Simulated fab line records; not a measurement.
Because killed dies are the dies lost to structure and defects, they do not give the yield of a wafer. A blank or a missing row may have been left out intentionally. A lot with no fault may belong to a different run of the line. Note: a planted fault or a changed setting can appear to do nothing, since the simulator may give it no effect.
Comparing a struck lot with a sound one || flow nand_harc || 15 out of 1159 route steps
Sound: these wafers, L536.1, L536.4, L536.6. Struck: wafers L549.2, L549.3, L549.6. The cause comes at the end.
Per side, at each step with rows, come the tool, then ch with its chambers, and then its first start. Under that, the readings that differ: sound wafers || struck wafers || difference of the means || sigmas: that difference in standard deviations of wafers without a fault.
alike: same words and numbers on both sides, and readings whose means sit less than 2 such deviations apart. not compared: any withheld reading, any reading some wafer has no value for, any bound like >300 that may hide the same value, and any number with overlapping values for which the record gives no deviation.
A row with sigmas, a row that says differs or no value, or rows on one side alone: a step with any of these is where the two part. When numbers do not overlap yet have no deviation, they are printed without sigmas and do not part them. A reading missing from all wafers of one side parts the sides only when that side holds two or more wafers.

first, 1 step without rows for these wafers: NHARC_A_CONTACT_DESCUM_13 (chemistry O2, time 3 s).
NHARC_A_CONTACT_ETCH_88: etches the open film in CF4, target depth 39 nm, time 65 s.
  sound on rie_diel-07 ch 0,3, day 16 21:32; struck on rie_diel-05 ch 0,3, day 19 21:10
  alike: chamber_pressure_mTorr, drypump_motor_current_A, mfc_ar_sccm, oes_product_au, rf_vpp_V, showerhead_plenum_p_Torr, throttle_valve_pct
  not compared: rf_hours_counter_h
NHARC_A_CONTACT_ETCH_89: etches the open film in N2/H2, target depth 260 nm, time 475.3 s.
  sound on rie_diel-07 ch 1,2; struck on rie_diel-05 ch 0,3
{"reading": "rf_vpp_V (V)", "sound": "426.7 429.5 425.6", "struck": "432.4 434.7 434.0", "difference": "+6.4", "sigmas": "+2"}
{"reading": "showerhead_plenum_p_Torr (Torr)", "sound": "1.90 2.02 1.90", "struck": "2.10 2.16 2.10", "difference": "+0.18", "sigmas": "+2"}
  alike: chamber_pressure_mTorr, drypump_motor_current_A, mfc_ar_sccm, n2_flow_sccm, oes_product_au, throttle_valve_pct
  not compared: rf_hours_counter_h
then, 4 steps without rows for these wafers: NHARC_A_CONTACT_ETCH_30 (etches the open film in CF4/CHF3, target depth 60.5 nm, time 30.2 s); NHARC_A_CONTACT_ETCH_31 (etches the open film in O2/COS, target depth 2000 nm, time 520 s); NHARC_A_CONTACT_ETCH_134 (etches the open film in C4F8/O2/Ar, time 140 s, target depth 700 nm); NHARC_A_CONTACT_ETCH_135 (etches the open film in C4F8/O2/Ar, time 132 s, target depth 1287 nm).
NHARC_A_CONTACT_ETCH_136: etches the open film in C4F8/O2/Ar, time 132 s, target depth 1287 nm.
  sound on har_cap_etch-03 ch 0,1, day 16 22:56; struck on har_cap_etch-03 ch 0,1, day 19 22:23
  alike: chamber_pressure_mTorr
  not compared: rf_hours_counter_h
then, 2 steps without rows for these wafers: NHARC_A_CONTACT_ETCH_137 (etches the open film in C4F8/O2/Ar, time 132 s, target depth 1287 nm); NHARC_A_CONTACT_ETCH_138 (etches the open film in C4F8/O2/Ar, time 132 s, target depth 1289 nm).
NHARC_A_CONTACT_ETCH_139: etches the open film in C4F8/O2/Ar, time 137 s, target depth 590 nm.
  sound on har_cap_etch-03 ch 0,1, day 16 23:19; struck on har_cap_etch-03 ch 0,1, day 19 22:46
  alike: chamber_pressure_mTorr
  not compared: rf_hours_counter_h
NHARC_A_CONTACT_ETCH_92: etches the open film in CH3F/O2, target depth 40 nm, time 85.7 s.
  sound on rie_diel-08 ch 1,2, day 16 23:43; struck on rie_diel-08 ch 0,1, day 19 23:10
{"reading": "oes_product_au (a.u.)", "sound": "1.00 1.01 1.01", "struck": "0.91 0.94 0.93", "difference": -0.08, "sigmas": -2}
  alike: chamber_pressure_mTorr, drypump_motor_current_A, mfc_ar_sccm, rf_vpp_V, showerhead_plenum_p_Torr, throttle_valve_pct
  not compared: rf_hours_counter_h
NHARC_A_CONTACT_ETCH_98: etches the open film in C4F6/O2, target depth 20 nm, time 10 s.
  sound on rie_diel-08 ch 0,1, day 16 23:51; struck on rie_diel-08 ch 1,3, day 19 23:19
{"reading": "oes_product_au (a.u.)", "sound": "1.015 0.985 1.011", "struck": "0.735 0.737 0.740", "difference": -0.266, "sigmas": -11}
  alike: chamber_pressure_mTorr, drypump_motor_current_A, mfc_ar_sccm, rf_vpp_V, showerhead_plenum_p_Torr, throttle_valve_pct
  not compared: rf_hours_counter_h
NHARC_A_CONTACT_CD_MEAS_15:
  sound on cd_sem-01 at day 16 23:56; struck on cd_sem-02 at day 19 23:23
  alike: cd_nm
NHARC_END_SORT_01:
  the record has rows for the sound wafers here (prober-02 ch 0, day 19 11:44) and none for the struck ones

== WHERE THEY PART ==
At NHARC_A_CONTACT_ETCH_89 first; at NHARC_END_SORT_01 last (within this record only).

WHY: whatever the simulator had introduced
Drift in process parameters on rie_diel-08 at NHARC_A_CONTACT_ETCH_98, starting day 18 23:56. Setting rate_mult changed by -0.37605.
